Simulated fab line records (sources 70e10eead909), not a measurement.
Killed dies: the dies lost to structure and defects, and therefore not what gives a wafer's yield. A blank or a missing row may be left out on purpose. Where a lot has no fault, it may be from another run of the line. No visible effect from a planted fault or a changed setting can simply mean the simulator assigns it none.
fab line records	flow nand-harc
[record] lots = 24	wafers = 72	last-day = 26
route steps=1159 shown A_STAIRCASE@624
lots that met no fault: from a run of the same line without faults
start-h: start of the lot's first displayed wafer, in hours after the record's first day	wait-h: how many hours have passed since the lot's step before this one	" repeats the value in the row above	L1.1+2: a single row standing in for several wafers	- either no value or no given start	* or withheld: withheld	< > ~ a bound
route shown NAME@n: NAME is a module with steps in the file, n the number in the route of the first one	usual: mean and standard deviation over wafers with no fault	same: alike in all rows	chamber/n: place in a boat	sites: readings site by site	_std_site: standard deviation across them	_edge_site: mean of outer sites minus mean of inner sites	radius-mm: for every site, how far away it sits from the centre of the wafer	mask NAME#n: copy n	behind: the most recent tool/chamber to have shaped the wafer	hold: cause of the lot's hold/its duration in hours/its outcome	device: the n, p or np transistor that did not switch	end of line: tests run on the same wafers once the route is complete	for a step that has no rows: nothing shown but its recipe	killed: count of dies lost to structure and defects at first sort (not the wafer's yield)	map: shows each die of a wafer: x if killed, . if not, _ if none is there
set.NAME: the setting as run; set.NAME@STEP: as run at that earlier step	model.NAME: the simulator's own value behind a step, which no gauge read
one table for each step of the route and one row for each wafer, over a sample of lots
services: a tool's chamber out of use, with start hour (start-h, from the record's first day; less than 0 if before it), hours out, and reason
[[steps]]
[step NHARC_A_STAIRCASE_ETCH_230]
[recipe] target-depth-a = 1000	time-s = 40.5	ion-energy-ev = 400	c4f8-flow-sccm = 20	o2-flow-sccm = 10	ar-flow-sccm = withheld	rf-w = 600	bias-w = 1000	chemistry = C4F8/O2
[usual] oes-product-au = 0.949/0.017	rf-fwd-power-W = 592.7/2	rf-vpp-V = 897/5
lot.wafer	tool	chamber	start-h	wait-h	oes-product-au	rf-fwd-power-W	rf-hours-counter-h	rf-vpp-V
L074.3	rie-diel-12	3	-	-	0.947	592.9	16	899
L074.1	"	0	"	"	0.971	589.6	17	895
L074.6	"	3	"	"	0.955	594.2	-	900
L076.3	rie-diel-07	2	-	-	0.964	591.1	6	902
L076.1	"	0	"	"	0.943	592.4	6	893
L076.6	"	2	"	"	0.967	592.8	-	902
L075.3	rie-diel-11	3	-	-	0.932	594.5	23	899
L075.4	"	0	"	"	0.955	592.4	22	897
L075.5	"	3	"	"	0.935	590.9	-	899
L077.3	rie-diel-07	1	-	-	0.940	593.8	9	892
L077.6	"	3	"	"	0.938	589.4	-	905
L077.5	"	0	"	"	0.936	595.8	-	893
L078.3	rie-diel-07	2	-	-	0.937	592.2	9	900
L078.1	"	3	"	"	0.946	592.1	9	903
L078.5	"	0	"	"	0.940	592.9	-	891
L079.2	rie-diel-12	2	-	-	0.944	596.2	21	902
L079.3	"	3	"	"	0.949	593.6	23	900
L079.4	"	0	"	"	0.949	592.0	25	895
L082.3	rie-diel-12	0	-	-	0.943	592.3	31	894
L082.6	"	3	"	"	0.935	592.6	-	899
L082.5	"	0	"	"	0.949	590.9	-	895
L080.1	rie-diel-11	1	-	-	0.927	590.1	33	902
L080.4	"	3	"	"	0.951	593.3	34	899
L080.5	"	0	"	"	0.947	590.0	-	898
L083.1	rie-diel-12	2	-	-	0.935	593.7	28	902
L083.3	"	1	"	"	0.944	592.9	32	899
L083.5	"	3	"	"	0.949	590.5	-	901
L081.4	rie-diel-07	2	-	-	0.961	591.2	21	901
L081.5	"	3	"	"	0.966	590.6	-	904
L081.6	"	0	"	"	0.955	595.7	-	890
L084.3	rie-diel-11	3	-	-	0.936	595.1	38	899
L084.1	"	0	"	"	0.940	593.1	43	897
L084.6	"	1	"	"	0.928	591.2	-	902
L086.4	rie-diel-12	1	-	-	0.932	592.0	41	899
L086.3	"	3	"	"	0.937	588.1	39	898
L086.2	"	0	"	"	0.932	593.5	43	894
L087.3	rie-diel-12	3	-	-	0.948	594.3	40	899
L087.1	"	1	"	"	0.943	593.8	42	898
L087.5	"	3	"	"	0.949	593.2	-	899
L085.4	rie-diel-07	1	-	-	0.936	596.1	35	892
L085.3	"	2	"	"	0.938	593.4	31	903
L085.6	"	0	"	"	0.934	592.2	-	891
L089.1	rie-diel-11	2	-	-	0.947	595.4	54	887
L089.2	"	3	"	"	0.942	590.3	49	899
L089.5	"	1	"	"	0.917	590.1	-	901
L088.2	rie-diel-12	3	-	-	0.957	590.8	43	898
L088.1	"	1	"	"	0.945	593.8	45	899
L088.6	"	3	"	"	0.956	590.7	-	899
L090.3	rie-diel-11	1	-	-	0.949	587.9	55	901
L090.1	"	2	"	"	0.977	595.6	56	887
L090.6	"	3	"	"	0.979	592.5	-	899
L091.4	rie-diel-12	0	-	-	0.997	594.1	51	895
L091.3	"	2	"	"	0.961	590.4	44	902
L091.5	"	3	"	"	0.967	592.1	-	901
L094.4	rie-diel-07	3	-	-	0.963	590.8	38	903
L094.1	"	0	"	"	0.980	591.8	43	889
L094.6	"	2	"	"	0.976	591.6	-	901
L092.2	rie-diel-12	3	-	-	0.929	596.6	52	899
L092.3	"	2	"	"	0.914	592.8	50	902
L092.5	"	0	"	"	0.951	593.9	-	894
L095.4	rie-diel-07	0	-	-	0.980	594.4	48	891
L095.1	"	1	"	"	0.988	591.3	48	891
L095.2	"	3	"	"	0.965	589.3	43	905
L093.4	rie-diel-07	1	-	-	0.958	593.1	52	889
L093.6	"	0	"	"	0.951	591.0	-	892
L093.5	"	1	"	"	0.960	594.3	-	891
L096.3	rie-diel-11	1	-	-	0.918	591.3	3	900
L096.6	"	2	"	"	0.954	591.3	-	907
L096.5	"	3	"	"	0.965	593.7	-	899
L097.2	rie-diel-07	1	-	-	0.941	593.9	65	892
L097.1	"	2	"	"	0.934	592.6	59	901
L097.6	"	0	"	"	0.930	596.7	-	891
[step NHARC_A_STAIRCASE_ETCH_234]
[recipe] target-depth-a = 1000	time-s = 40.5	ion-energy-ev = 400	c4f8-flow-sccm = 20	o2-flow-sccm = 10	ar-flow-sccm = withheld	rf-w = 600	bias-w = 1000	chemistry = C4F8/O2
[usual] oes-product-au = 0.943/0.012	rf-fwd-power-W = 592.5/2.2	rf-vpp-V = 898/4.8
lot.wafer	tool	chamber	start-h	wait-h	oes-product-au	rf-fwd-power-W	rf-hours-counter-h	rf-vpp-V
L074.3	rie-diel-12	3	-	-	0.952	590.5	17	901
L074.1	"	1	"	"	0.947	595.5	16	900
L074.6	"	0	"	"	0.965	594.2	-	895
L076.3	rie-diel-07	1	-	-	0.947	595.7	6	894
L076.1	"	2	"	"	0.955	593.5	6	902
L076.6	"	3	"	"	0.953	591.4	-	904
L075.3	rie-diel-11	2	-	-	0.953	594.3	24	887
L075.4	"	0	"	"	0.964	588.6	22	896
L075.5	"	2	"	"	0.954	593.2	-	889
L077.3	rie-diel-07	1	-	-	0.927	598.6	9	892
L077.5	"	1	"	"	0.935	597.0	-	893
L077.6	"	2	"	"	0.922	591.7	-	902
L078.3	rie-diel-07	0	-	-	0.916	592.0	10	891
L078.1	"	1	"	"	0.948	592.5	10	892
L078.5	"	0	"	"	0.930	589.9	-	891
L079.3	rie-diel-12	1	-	-	0.944	597.0	24	900
L079.4	"	2	"	"	0.954	595.0	22	902
L079.2	"	0	"	"	0.951	591.6	25	896
L082.3	rie-diel-12	3	-	-	0.960	592.9	27	900
L082.5	"	3	"	"	0.956	591.4	-	899
L082.6	"	0	"	"	0.935	592.7	-	895
L080.4	rie-diel-11	1	-	-	0.926	591.4	34	902
L080.1	"	3	"	"	0.938	589.1	35	900
L080.5	"	2	"	"	0.950	588.9	-	888
L083.3	rie-diel-12	1	-	-	0.939	593.7	32	900
L083.1	"	0	"	"	0.952	593.6	34	894
L083.5	"	1	"	"	0.939	592.3	-	899
L081.4	rie-diel-07	2	-	-	0.948	589.9	21	902
L081.6	"	3	"	"	0.943	589.8	-	904
L081.5	"	0	"	"	0.937	591.7	-	892
L084.1	rie-diel-11	3	-	-	0.931	591.0	39	899
L084.3	"	1	"	"	0.923	591.1	42	902
L084.6	"	0	"	"	0.947	593.3	-	897
L086.4	rie-diel-12	1	-	-	0.941	591.0	42	898
L086.3	"	2	"	"	0.915	596.4	38	903
L086.2	"	3	"	"	0.934	588.8	40	898
L087.1	rie-diel-12	1	-	-	0.935	592.9	42	899
L087.3	"	0	"	"	0.951	594.5	44	895
L087.5	"	1	"	"	0.934	594.7	-	901
L085.3	rie-diel-07	2	-	-	0.920	591.9	31	900
L085.4	"	0	"	"	0.921	588.4	35	893
L085.6	"	2	"	"	0.935	589.4	-	902
L089.1	rie-diel-11	1	-	-	0.920	591.3	54	900
L089.2	"	2	"	"	0.966	592.9	54	887
L089.5	"	0	"	"	0.937	592.9	-	897
L088.1	rie-diel-12	2	-	-	0.944	592.2	41	901
L088.2	"	3	"	"	0.946	593.7	44	898
L088.6	"	2	"	"	0.937	595.7	-	901
L090.3	rie-diel-11	0	-	-	0.951	590.4	56	897
L090.1	"	3	"	"	0.959	590.2	51	898
L090.6	"	1	"	"	0.926	593.5	-	902
L091.3	rie-diel-12	2	-	-	0.949	591.6	44	902
L091.4	"	0	"	"	0.970	594.1	51	895
L091.5	"	2	"	"	0.945	591.9	-	902
L094.1	rie-diel-07	2	-	-	0.961	589.0	38	902
L094.4	"	3	"	"	0.949	591.8	38	904
L094.6	"	0	"	"	0.941	592.7	-	891
L092.2	rie-diel-12	3	-	-	0.943	589.6	52	899
L092.3	"	0	"	"	0.974	594.3	57	894
L092.5	"	1	"	"	0.952	595.3	-	900
L095.1	rie-diel-07	2	-	-	0.945	591.0	44	901
L095.4	"	3	"	"	0.940	590.1	43	903
L095.2	"	0	"	"	0.947	592.7	48	890
L093.5	rie-diel-07	1	-	-	0.957	595.8	-	892
L093.6	"	2	"	"	0.958	589.5	-	902
L093.4	"	0	"	"	0.948	588.2	-	891
L096.3	rie-diel-11	2	-	-	0.942	592.3	2	907
L096.5	"	2	"	"	0.952	592.4	-	905
L096.6	"	3	"	"	0.954	590.8	-	900
L097.2	rie-diel-07	0	-	-	0.933	592.0	65	891
L097.1	"	1	"	"	0.929	591.3	65	893
L097.6	"	2	"	"	0.941	592.3	-	901
[step NHARC_A_STAIRCASE_STRIP_238]
[recipe] power-w = 1500	temp-c = 250	chemistry = O2
[usual] drypump-motor-current-A = 5.8/0.4	heater-power-w = 313/34
lot.wafer	tool	chamber	start-h	wait-h	drypump-motor-current-A	heater-power-w	rf-hours-counter-h
L074.1	plasma-asher-01	0	249.87	0.2	5.3	310	28
L074.3	"	0	"	"	5.2	317	-
L074.6	"	1	"	"	6.0	361	-
L076.1	plasma-asher-02	0	256.47	0.1	6.2	314	20
L076.3	"	0	"	"	6.3	305	-
L076.6	"	1	"	"	6.2	252	-
L075.4	plasma-asher-02	1	257.43	0.2	6.2	248	-
L075.3	"	0	"	"	6.2	311	-
L075.5	"	1	"	"	6.2	254	-
L077.3	plasma-asher-01	0	268.20	0.2	5.2	315	-
L077.6	"	1	"	"	5.9	342	-
L077.5	"	0	"	"	5.2	326	-
L078.1	plasma-asher-02	1	270.39	0.1	6.2	256	26
L078.3	"	1	"	"	6.2	252	-
L078.5	"	1	"	"	6.2	250	-
L079.2	plasma-asher-01	1	273.85	0.1	5.9	347	37
L079.4	"	0	"	"	5.2	317	-
L079.3	"	1	"	"	5.9	349	-
L082.3	plasma-asher-01	1	290.54	0.2	5.9	340	-
L082.5	"	1	"	"	5.9	348	-
L082.6	"	0	"	"	5.3	328	-
L080.1	plasma-asher-02	1	291.61	0.1	6.2	247	35
L080.4	"	0	"	"	6.2	306	-
L080.5	"	0	"	"	6.2	316	-
L083.1	plasma-asher-02	1	299.80	0.1	6.2	247	37
L083.3	"	1	"	"	6.2	247	-
L083.5	"	1	"	"	6.2	256	-
L081.4	plasma-asher-01	1	300.40	0.2	5.9	342	-
L081.5	"	0	"	"	5.3	317	-
L081.6	"	1	"	"	5.9	344	-
L084.1	plasma-asher-01	1	312.19	0.1	5.9	338	7
L084.3	"	1	"	"	5.9	349	-
L084.6	"	0	"	"	5.3	315	-
L086.2	plasma-asher-02	0	324.57	0.1	6.2	317	42
L086.3	"	0	"	"	6.2	319	-
L086.4	"	1	"	"	6.2	254	-
L087.1	plasma-asher-02	0	325.51	0.7	6.2	312	43
L087.3	"	0	"	"	6.2	311	-
L087.5	"	0	"	"	6.2	316	-
L085.4	plasma-asher-01	0	326.92	0.3	5.2	325	-
L085.3	"	1	"	"	6.0	356	-
L085.6	"	1	"	"	5.9	346	-
L089.1	plasma-asher-02	0	334.52	0.1	6.2	320	48
L089.2	"	1	"	"	6.2	249	48
L089.5	"	0	"	"	6.2	311	-
L088.2	plasma-asher-01	1	335.04	0.1	5.9	340	15
L088.1	"	0	"	"	5.3	324	15
L088.6	"	0	"	"	5.3	328	-
L090.1	plasma-asher-01	1	341.22	0.1	5.9	349	17
L090.3	"	1	"	"	6.0	334	-
L090.6	"	0	"	"	5.3	324	-
L091.4	plasma-asher-01	0	348.64	0.2	5.2	334	-
L091.3	"	1	"	"	5.9	342	-
L091.5	"	0	"	"	5.2	330	-
L094.1	plasma-asher-02	0	355.20	0.1	6.2	314	56
L094.4	"	1	"	"	6.2	250	-
L094.6	"	0	"	"	6.2	314	-
L092.2	plasma-asher-01	0	368.63	2.1	5.3	324	30
L092.3	"	1	"	"	6.0	340	-
L092.5	"	1	"	"	5.9	342	-
L095.1	plasma-asher-02	1	369.00	1.7	6.2	253	0
L095.2	"	0	"	"	6.2	325	0
L095.4	"	1	"	"	6.2	260	-
L093.4	plasma-asher-01	0	372.16	0.2	5.3	328	-
L093.5	"	1	"	"	5.9	336	-
L093.6	"	0	"	"	5.2	325	-
L096.3	plasma-asher-01	1	381.02	0.2	5.9	344	-
L096.5	"	1	"	"	5.9	349	-
L096.6	"	0	"	"	5.2	329	-
L097.2	plasma-asher-01	1	401.58	0.1	5.9	340	39
L097.1	"	0	"	"	5.2	319	39
L097.6	"	1	"	"	5.9	345	-
[step NHARC_A_STAIRCASE_HM_DEP_456]
[recipe] target-thk-a = 15000	temp-c = 400	material = aC
[usual] throttle-valve-pct = 35.002/0.0086
lot.wafer	tool	chamber	start-h	wait-h	throttle-valve-pct
L074.1	acl-dep-01	0	252.42	-	35.011
L074.3	"	0	"	"	35.005
L074.6	"	0	"	"	34.989
L076.1	acl-dep-01	0	261.24	-	35.002
L076.3	"	0	"	"	34.997
L076.6	"	0	"	"	35.009
L075.3	acl-dep-03	0	261.93	-	34.996
L075.4	"	0	"	"	34.997
L075.5	"	0	"	"	34.989
L077.3	acl-dep-02	0	271.27	-	35.003
L077.5	"	0	"	"	35.002
L077.6	"	0	"	"	35.007
L078.1	acl-dep-02	0	272.88	-	35.001
L078.3	"	0	"	"	35.008
L078.5	"	0	"	"	35.010
L079.2	acl-dep-02	0	276.62	-	35.012
L079.3	"	0	"	"	34.988
L079.4	"	0	"	"	34.989
L082.3	acl-dep-02	0	295.47	-	34.998
L082.5	"	0	"	"	34.980
L082.6	"	0	"	"	35.010
L080.1	acl-dep-03	0	298.46	-	35.005
L080.4	"	0	"	"	34.999
L080.5	"	0	"	"	35.002
L083.1	acl-dep-01	0	307.18	-	35.000
L083.3	"	0	"	"	35.005
L083.5	"	0	"	"	35.011
L081.4	acl-dep-01	0	309.93	-	35.008
L081.5	"	0	"	"	35.011
L081.6	"	0	"	"	35.004
L084.1	acl-dep-03	0	318.43	-	35.021
L084.3	"	0	"	"	34.999
L084.6	"	0	"	"	35.008
L086.2	acl-dep-03	0	327.39	-	35.010
L086.3	"	0	"	"	35.001
L086.4	"	0	"	"	34.995
L087.1	acl-dep-01	0	327.99	-	35.010
L087.3	"	0	"	"	34.988
L087.5	"	0	"	"	34.997
L085.3	acl-dep-02	0	329.85	-	35.016
L085.4	"	0	"	"	34.997
L085.6	"	0	"	"	34.994
L089.1	acl-dep-01	0	337.03	-	35.006
L089.2	"	0	"	"	35.004
L089.5	"	0	"	"	34.998
L088.1	acl-dep-02	0	337.45	-	35.009
L088.2	"	0	"	"	34.983
L088.6	"	0	338.96	-	35.004
L090.1	acl-dep-03	0	343.73	-	34.999
L090.3	"	0	"	"	35.001
L090.6	"	0	"	"	35.004
L091.3	acl-dep-01	0	351.91	-	35.003
L091.4	"	0	"	"	35.014
L091.5	"	0	"	"	34.991
L094.1	acl-dep-03	0	358.23	-	34.990
L094.4	"	0	"	"	35.019
L094.6	"	0	"	"	35.004
L092.2	acl-dep-03	0	371.62	-	35.010
L092.3	"	0	"	"	35.002
L092.5	"	0	"	"	34.993
L095.1	acl-dep-01	0	371.63	-	35.001
L095.2	"	0	"	"	35.000
L095.4	"	0	"	"	35.008
L093.4	acl-dep-02	0	376.21	-	35.000
L093.5	"	0	"	"	35.002
L093.6	"	0	"	"	35.014
L096.3	acl-dep-01	0	385.28	-	35.008
L096.5	"	0	"	"	35.005
L096.6	"	0	"	"	35.004
L097.1	acl-dep-02	0	405.50	-	35.011
L097.2	"	0	"	"	35.000
L097.6	"	0	407.03	-	35.013
[step NHARC_A_STAIRCASE_ETCH_294]
[recipe] target-depth-a = 49920	time-s = 1212.4	ion-energy-ev = 800	c4f8-flow-sccm = 80	o2-flow-sccm = 60	ar-flow-sccm = withheld	rf-w = 600	bias-w = 3000	chemistry = C4F8/O2/Ar
[usual] oes-product-au = 0.936/0.011	rf-fwd-power-W = 599.5/1.7	rf-vpp-V = 1830/9.6
lot.wafer	tool	chamber	start-h	wait-h	oes-product-au	rf-fwd-power-W	rf-hours-counter-h	rf-vpp-V
L074.1	rie-diel-12	3	-	-	0.937	599.4	19	1835
L074.3	"	0	"	"	0.955	597.3	19	1825
L074.6	"	3	"	"	0.937	600.6	-	1834
L075.3	rie-diel-11	3	-	-	0.944	598.7	26	1833
L075.4	"	1	"	"	0.947	600.1	25	1837
L075.5	"	3	"	"	0.945	597.7	-	1834
L076.3	rie-diel-12	3	-	-	0.931	596.1	20	1834
L076.1	"	1	"	"	0.933	598.3	22	1836
L076.6	"	3	"	"	0.928	596.3	-	1834
L077.3	rie-diel-07	0	-	-	0.905	599.9	11	1818
L077.6	"	1	"	"	0.928	602.5	-	1819
L077.5	"	2	"	"	0.931	600.6	-	1841
L078.1	rie-diel-12	1	-	-	0.935	596.6	24	1835
L078.3	"	2	"	"	0.936	598.8	22	1839
L078.5	"	0	"	"	0.957	596.9	-	1825
L079.2	rie-diel-07	0	-	-	0.922	598.0	13	1818
L079.4	"	1	"	"	0.933	601.0	13	1820
L079.3	"	3	"	"	0.933	599.7	13	1843
L082.3	rie-diel-07	2	-	-	0.916	597.1	21	1840
L082.6	"	0	"	"	0.932	597.8	-	1818
L082.5	"	1	"	"	0.938	601.8	-	1820
L080.1	rie-diel-12	1	-	-	0.923	600.3	33	1833
L080.4	"	0	"	"	0.937	598.0	34	1823
L080.5	"	2	"	"	0.928	598.3	-	1840
L083.3	rie-diel-12	1	-	-	0.932	599.3	36	1833
L083.1	"	2	"	"	0.917	597.7	32	1839
L083.5	"	1	"	"	0.927	596.7	-	1834
L081.4	rie-diel-07	2	-	-	0.935	600.5	25	1839
L081.6	"	0	"	"	0.934	600.5	-	1819
L081.5	"	1	"	"	0.930	599.3	-	1819
L084.1	rie-diel-11	3	-	-	0.934	599.7	44	1832
L084.3	"	0	"	"	0.935	600.9	48	1829
L084.6	"	0	"	"	0.945	597.4	-	1829
L086.3	rie-diel-11	3	-	-	0.934	598.6	48	1832
L086.4	"	0	"	"	0.936	598.6	52	1828
L086.2	"	1	"	"	0.924	597.7	52	1839
L087.1	rie-diel-07	3	-	-	0.931	602.1	32	1844
L087.3	"	2	"	"	0.936	599.0	33	1839
L087.5	"	0	"	"	0.927	598.5	-	1818
L085.3	rie-diel-12	3	-	-	0.937	598.6	43	1833
L085.4	"	0	"	"	0.937	600.9	47	1825
L085.6	"	3	"	"	0.937	597.1	-	1832
L089.1	rie-diel-12	2	-	-	0.944	600.5	43	1838
L089.2	"	0	"	"	0.964	598.4	49	1824
L089.5	"	1	"	"	0.945	599.7	-	1832
L088.1	rie-diel-07	3	-	-	0.934	597.1	36	1843
L088.2	"	0	"	"	0.925	600.5	40	1818
L088.6	"	0	"	"	0.924	600.1	-	1819
L090.3	rie-diel-11	1	-	-	0.907	599.6	58	1837
L090.1	"	2	"	"	0.942	601.0	58	1807
L090.6	"	1	"	"	0.922	599.4	-	1838
L091.3	rie-diel-11	1	-	-	0.921	597.7	60	1837
L091.5	"	2	"	"	0.953	603.2	-	1808
L091.4	"	3	"	"	0.938	599.5	-	1832
L094.4	rie-diel-11	1	-	-	0.933	599.9	62	1838
L094.1	"	0	"	"	0.933	599.1	61	1829
L094.6	"	1	"	"	0.931	601.3	-	1837
L092.3	rie-diel-12	1	-	-	0.942	599.2	59	1833
L092.2	"	2	"	"	0.925	598.0	54	1838
L092.5	"	1	"	"	0.932	600.3	-	1832
L095.2	rie-diel-12	3	-	-	0.934	603.2	57	1833
L095.1	"	0	"	"	0.941	602.7	62	1825
L095.4	"	1	"	"	0.932	600.6	60	1832
L093.4	rie-diel-12	0	-	-	0.959	598.3	64	1823
L093.6	"	1	"	"	0.946	598.2	-	1833
L093.5	"	2	"	"	0.935	601.5	-	1838
L096.3	rie-diel-11	0	-	-	0.945	600.2	6	1829
L096.6	"	3	"	"	0.957	603.5	-	1832
L096.5	"	0	"	"	0.941	599.4	-	1829
L097.1	rie-diel-11	3	-	-	0.936	598.1	15	1831
L097.2	"	0	"	"	0.931	600.6	18	1828
L097.6	"	2	"	"	0.941	602.0	-	1846
[step NHARC_A_STAIRCASE_HM_DEP_462]
[recipe] target-thk-a = 8000	temp-c = 400	material = aC
[usual] throttle-valve-pct = 35.001/0.01
lot.wafer	tool	chamber	start-h	wait-h	throttle-valve-pct
L074.1	acl-dep-03	0	257.48	0.1	35.011
L074.3	"	0	"	"	34.989
L074.6	"	0	"	"	35.001
L076.1	acl-dep-02	0	266.72	0.1	35.004
L076.3	"	0	"	"	34.986
L076.6	"	0	"	"	35.003
L075.3	acl-dep-03	0	267.13	0.7	35.007
L075.4	"	0	"	"	35.002
L075.5	"	0	"	"	34.992
L077.3	acl-dep-01	0	276.38	0.7	34.999
L077.5	"	0	"	"	34.999
L077.6	"	0	"	"	35.004
L078.1	acl-dep-02	0	278.14	0.2	35.014
L078.3	"	0	"	"	35.001
L078.5	"	0	"	"	35.007
L079.2	acl-dep-03	0	282.09	0.4	35.007
L079.3	"	0	"	"	35.007
L079.4	"	0	"	"	34.993
L082.3	acl-dep-02	0	305.32	5.3	34.984
L082.5	"	0	"	"	34.998
L082.6	"	0	"	"	35.008
L080.1	acl-dep-02	0	310.46	7.1	35.000
L080.4	"	0	"	"	35.007
L080.5	"	0	"	"	35.004
L083.1	acl-dep-01	0	317.34	4.2	35.004
L083.3	"	0	"	"	34.996
L083.5	"	0	"	"	34.993
L081.4	acl-dep-02	0	319.34	5.4	35.012
L081.5	"	0	"	"	34.993
L081.6	"	0	"	"	35.003
L084.1	acl-dep-03	0	324.98	0.1	35.007
L084.3	"	0	"	"	34.988
L084.6	"	0	"	"	35.006
L086.2	acl-dep-02	0	332.53	0.4	34.999
L086.3	"	0	"	"	34.994
L086.4	"	0	"	"	35.007
L087.1	acl-dep-03	0	333.22	0.1	35.007
L087.3	"	0	"	"	35.002
L087.5	"	0	"	"	35.013
L085.3	acl-dep-01	0	334.88	0.7	35.005
L085.4	"	0	"	"	34.982
L085.6	"	0	"	"	35.004
L089.1	acl-dep-01	0	341.98	0.1	35.001
L089.2	"	0	"	"	35.015
L089.5	"	0	"	"	34.997
L088.1	acl-dep-02	0	342.52	0.1	35.011
L088.2	"	0	"	"	34.990
L088.6	"	0	344.04	1.6	35.012
L090.1	acl-dep-01	0	349.45	0.1	35.003
L090.3	"	0	"	"	34.991
L090.6	"	0	"	"	35.010
L091.3	acl-dep-01	0	358.24	1.6	34.998
L091.4	"	0	"	"	34.985
L091.5	"	0	"	"	35.006
L094.1	acl-dep-02	0	364.00	0.7	34.998
L094.4	"	0	"	"	34.993
L094.6	"	0	"	"	35.002
L092.2	acl-dep-03	0	377.39	0.5	35.003
L092.3	"	0	"	"	34.980
L092.5	"	0	"	"	34.998
L095.1	acl-dep-01	0	378.65	0.1	34.990
L095.2	"	0	"	"	34.997
L095.4	"	0	"	"	34.990
L093.4	acl-dep-02	0	382.90	2.5	34.989
L093.5	"	0	"	"	35.005
L093.6	"	0	"	"	34.993
L096.3	acl-dep-02	0	390.58	0.7	35.017
L096.5	"	0	"	"	35.009
L096.6	"	0	"	"	35.007
L097.1	acl-dep-02	0	411.72	0.6	35.007
L097.2	"	0	"	"	35.004
L097.6	"	0	413.26	2.2	35.016
[[services]]
tool	chamber	start-h	hours	kind
acl-dep-03	-	225.24	13.0	pm
rie-diel-07	-	228.26	9.0	pm
rie-diel-12	0	236.30	-	clean
rie-diel-12	1	236.30	-	clean
rie-diel-12	2	236.30	-	clean
rie-diel-12	3	236.30	-	clean
rie-diel-12	3	258.47	5.0	repair
rie-diel-12	0	260.90	-	clean
rie-diel-12	1	260.90	-	clean
rie-diel-12	2	260.90	-	clean
plasma-asher-02	-	269.27	0.9	repair
plasma-asher-01	-	276.26	9.0	pm
acl-dep-01	-	294.18	13.0	pm
plasma-asher-01	-	324.16	1.9	repair
acl-dep-02	-	348.71	13.0	pm
rie-diel-11	0	353.65	4.1	repair
plasma-asher-02	-	360.00	9.0	pm
rie-diel-11	-	366.67	9.0	pm
rie-diel-07	3	371.03	30.2	repair
rie-diel-12	-	379.45	9.0	pm
rie-diel-12	0	404.99	3.0	repair
rie-diel-07	-	405.26	9.0	pm
acl-dep-03	-	406.25	13.0	pm
rie-diel-12	2	406.89	20.2	repair
[[key]]
fault none
